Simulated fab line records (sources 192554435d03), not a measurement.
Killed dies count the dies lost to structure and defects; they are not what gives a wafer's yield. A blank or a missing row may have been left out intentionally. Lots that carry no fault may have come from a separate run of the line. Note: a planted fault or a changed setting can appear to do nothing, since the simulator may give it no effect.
Chamber matching ; flow n5-finfet ; N5_BEOL_M8_ETCH_65 on rie-diel-02: 4 sister chambers
The step etches SiARC in CF4, target depth 15.6 nm, time 26 s. 4 wafers are shown with their chamber, then 7 later ones without.

WAFERS PAIRED WITH THEIR CHAMBERS
wafer;chamber;showerhead-plenum-p-Torr (Torr)
L086.3;1;2.05
L086.5;0;2.13
L088.1;2;2.27
L088.2;3;2.20

WAFERS MISSING THEIR CHAMBER
wafer;showerhead-plenum-p-Torr (Torr)
L088.5;2.20
L093.1;2.05
L093.4;2.20
L093.5;2.05
L094.1;2.19
L094.5;2.19
L094.6;2.27

THE CHAMBER EACH PASSED THROUGH
wafer;from the rows above;in truth
L088.5;3;3
L093.1;1;1
L093.4;3;3
L093.5;1;1
L094.1;3;3
L094.5;3;3
L094.6;2;2
7 of 7 placed correctly. Number that these rows cannot place: 0. Number placed wrongly: 0.
How it was worked out, from the rows above alone: a wafer's distance from a chamber is the root of the sum, over the readings, of the square of ((its reading less the chamber's mean) divided by the reading's scatter). The wafer belongs to the nearest chamber; if the next one is less than 2 further off, it can't be placed. A chamber's mean is the mean of its shown wafers. The scatter: root of mean squared gap, hidden wafer to nearest shown wafer, with one shown wafer a chamber.
